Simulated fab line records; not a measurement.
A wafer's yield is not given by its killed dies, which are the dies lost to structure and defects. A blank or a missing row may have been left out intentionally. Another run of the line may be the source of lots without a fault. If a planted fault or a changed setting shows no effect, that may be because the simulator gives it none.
Split-lot experiment | flow n5_finfet | 39 wafers read from 7 lots, route of 1938 steps

SPLIT DETAILS
At N5_FIN_SAQP_HM_DEP_72 (deposits SiO2 from SiH4/N2O, target thk 12 nm, time 7.2 s), the setting time_s was moved away from the recipe's 7.2 s on 15 of the 39 wafers read, by -15.6% to +14.1%. This setting was run at the recipe's value on the other wafers.

FROM THE SPLIT TO THE READING: what the file shows between them, 4 steps
- N5_FIN_SAQP_COAT_49: time 60 s, resist thk 100 nm
- N5_FIN_SAQP_COAT_50: time 60 s, resist thk 35 nm
- N5_FIN_SAQP_ETCH_52: etches SOC in N2/H2, target depth 100 nm, overetch 20 nm, time 150 s
- N5_FIN_SAQP_STRIP_53: strips in N2/H2

THE READING
etch.depth_nm (the simulator's own value, which no gauge read), in nm, at N5_FIN_SAQP_HM_OPEN_73 (chemistry CHF3/O2, target SiO2, stops on a-Si, target depth 12 nm, time 16.8 s). There is no usual value for it anywhere in the file. The 24 wafers here that ran the recipe average 12.09 nm, standard deviation 0.15 nm.

wafer  | tool, chamber at the split | time_s as run, s | against the recipe | etch.depth_nm, nm | against lot-mates on the recipe
L078.1 | pecvd-01, 1                | 7.2              | recipe             | 11.87             | -
L078.2 | pecvd-01, 0                | 7.2              | recipe             | 12.25             | -
L078.3 | pecvd-01, 2                | 7.923            | +10.0%             | 12.93             | +0.84
L078.4 | pecvd-01, 0                | 7.2              | recipe             | 12.15             | -
L078.5 | pecvd-01, 1                | 7.923            | +10.0%             | 13.4              | +1.31
L078.6 | pecvd-01, 2                | 7.923            | +10.0%             | 13.37             | +1.28
L084.1 | pecvd-01, 1                | 8.217            | +14.1%             | 13.63             | +1.49
L084.2 | pecvd-01, 2                | 7.2              | recipe             | 11.98             | -
L084.3 | pecvd-01, 0                | 8.217            | +14.1%             | 13.83             | +1.69
L084.4 | pecvd-01, 2                | 7.2              | recipe             | 12.18             | -
L084.5 | pecvd-01, 0                | 8.217            | +14.1%             | 13.95             | +1.81
L084.6 | pecvd-01, 1                | 7.2              | recipe             | 12.26             | -
L090.1 | pecvd-02, 1                | 7.2              | recipe             | 11.81             | -
L090.2 | pecvd-02, 2                | 7.2              | recipe             | 12.14             | -
L090.3 | pecvd-02, 0                | 7.2              | recipe             | 11.94             | -
L090.4 | pecvd-02, 0                | 7.2              | recipe             | 12.04             | -
L090.5 | pecvd-02, 1                | 7.2              | recipe             | 12.01             | -
L090.6 | pecvd-02, 2                | 7.2              | recipe             | 12.34             | -
L092.1 | pecvd-03, 2                | 6.079            | -15.6%             | 10.02             | -2.07
L092.2 | pecvd-03, 1                | 7.2              | recipe             | 12.15             | -
L092.3 | pecvd-03, 0                | 7.2              | recipe             | 12.07             | -
L092.4 | pecvd-03, 2                | 7.2              | recipe             | 12.05             | -
L092.5 | pecvd-03, 0                | 6.079            | -15.6%             | 10.22             | -1.87
L092.6 | pecvd-03, 1                | 6.079            | -15.6%             | 10.45             | -1.64
L093.3 | pecvd-01, 0                | 7.2              | recipe             | 12.1              | -
L093.4 | pecvd-01, 2                | 7.2              | recipe             | 12.03             | -
L093.6 | pecvd-01, 1                | 7.2              | recipe             | 11.95             | -
L096.1 | pecvd-02, 1                | 7.2              | recipe             | 11.82             | -
L096.2 | pecvd-02, 0                | 7.864            | +9.2%              | 13.14             | +1.04
L096.3 | pecvd-02, 2                | 7.2              | recipe             | 12.09             | -
L096.4 | pecvd-02, 1                | 7.864            | +9.2%              | 13.32             | +1.22
L096.5 | pecvd-02, 2                | 7.2              | recipe             | 12.38             | -
L096.6 | pecvd-02, 0                | 7.864            | +9.2%              | 13.34             | +1.24
L097.1 | pecvd-02, 2                | 7.2              | recipe             | 12.06             | -
L097.2 | pecvd-02, 1                | 6.77             | -6.0%              | 11.4              | -0.75
L097.3 | pecvd-02, 0                | 6.77             | -6.0%              | 11.38             | -0.77
L097.4 | pecvd-02, 0                | 7.2              | recipe             | 12.31             | -
L097.5 | pecvd-02, 2                | 7.2              | recipe             | 12.07             | -
L097.6 | pecvd-02, 1                | 6.77             | -6.0%              | 11.43             | -0.72

THE FIT
A straight line over all 39 wafers: etch.depth_nm changes by +0.12 nm for each +1% of time_s; r = +0.98; the points scatter about the line by 0.15 nm.
The same after taking each lot's own level away (the mean of its wafers on the recipe; 39 wafers): +0.119 nm for each +1%; r = +0.99; scatter 0.15 nm.
According to that fit, moving time_s by its largest amount changes the reading by 1.9 nm.
Measured against the standard deviation above, the lots' own levels, which go from 12.027 to 12.147 nm, span 0.8 times it.
Consequently the slope shifts little with the lot-to-lot level, the two slopes agreeing.
Check: with one of the wafers moved furthest among these (-15.6%) left out of the fit, the line predicts -1.82 nm for it against its lot-mates. It came out at -2.07 nm against them.

THE WHOLE CHAIN: every reading that the file lists as answering this split, in the file's order
step                   | what it does                                                                   | reading                                                                            | change (the file's fit)               | r (the file's)
N5_FIN_SAQP_HM_DEP_72  | deposits SiO2 from SiH4/N2O, target thk 12 nm, time 7.2 s                      | SiO2_of_FIN_SAQP_HM_DEP_72.thk_nm (the simulator's own value, which no gauge read) | +0.119 nm for each +1% of the setting | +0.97
N5_FIN_SAQP_HM_OPEN_73 | chemistry CHF3/O2, target SiO2, stops on a-Si, target depth 12 nm, time 16.8 s | etch.depth_nm (the simulator's own value, which no gauge read)                     | +0.119 nm for each +1% of the setting | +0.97

FILE'S OWN FIT
etch.depth_nm changes by +0.119 nm for each +1% of time_s, r = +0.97.
